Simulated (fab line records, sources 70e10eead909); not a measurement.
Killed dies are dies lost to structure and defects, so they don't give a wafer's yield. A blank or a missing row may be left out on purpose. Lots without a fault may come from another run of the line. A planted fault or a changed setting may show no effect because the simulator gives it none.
A struck lot beside a sound one | flow nand_harc | 13 steps out of a route of 1302
Sound: wafers L158.3, L158.4, L158.6. Struck: wafers L166.1, L166.4, L166.5. The cause comes at the end.
At each step with rows: each side's tool, then ch and its chambers, then its first start. Under that, the readings that differ: sound wafers | struck wafers | difference of the means | sigmas: that difference in standard deviations of wafers without a fault.
alike: readings whose means differ by less than 2 such deviations, and words and numbers that are the same on both sides. not compared: withheld readings, readings that some wafer has no value for, bounds like >300 that may hide the same value, and numbers for which the record gives no deviation and whose values overlap.
The two part at a step that has a row with sigmas, a row that says differs or no value, or rows on one side only. Numbers that don't overlap but have no deviation are shown without sigmas and don't part them. A reading that every wafer of one side lacks parts them only if that side has two wafers or more.

NHARC_P_GATE_DESCUM_61: chemistry O2, time 3 s.
  sound on rie_diel-11 ch 0,2, day 8 20:50; struck on rie_diel-07 ch 1,2,3, day 12 23:23
  alike: drypump_motor_current_A, oes_product_au, rf_vpp_V, showerhead_plenum_p_Torr, throttle_valve_pct
  not compared: rf_hours_counter_h
then, 1 step without rows for these wafers: NHARC_P_GATE_IMPLANT_62.
NHARC_P_GATE_STRIP_112: strips in N2/H2, time 200 s.
  sound on plasma_asher-02 ch 0,1, day 8 21:17; struck on plasma_asher-02 ch 0,1, day 12 23:58
  alike: drypump_motor_current_A, heater_power_w
  not compared: rf_hours_counter_h
NHARC_P_GATE_STRIP_76: strips in O2.
  sound on plasma_asher-02 ch 0,1, day 8 21:29; struck on plasma_asher-02 ch 0,1, day 13 00:12
  alike: drypump_motor_current_A, heater_power_w
  not compared: rf_hours_counter_h
then, 8 steps without rows for these wafers: NHARC_P_GATE_STRIP_63 (strips in SPM, time 900 s); NHARC_P_GATE_DEHYDRATE_83 (time 120 s); NHARC_P_GATE_HMDS_84 (time 30 s); NHARC_P_GATE_COAT_85; NHARC_P_GATE_SOFTBAKE_86 (time 95 s); NHARC_P_GATE_EBR_87; NHARC_P_GATE_EXPOSE_88 (exposes mask P HVN, target cd 2000 nm); NHARC_P_GATE_PEB_89 (peb time 85 s).
NHARC_P_GATE_DEVELOP_90: time 70 s.
  sound on litho_track-07 ch 0, day 8 22:00; struck on litho_track-07, day 13 01:00
  no value came back on the struck wafers for chill_plate_temp_C (C), exhaust_pa (Pa), time_s (s); on the sound wafers chill_plate_temp_C (C) reads 23.05 23.12 23.04

WHERE THEY PART
Only at NHARC_P_GATE_DEVELOP_90, within this record.

WHY: what the simulator had put in
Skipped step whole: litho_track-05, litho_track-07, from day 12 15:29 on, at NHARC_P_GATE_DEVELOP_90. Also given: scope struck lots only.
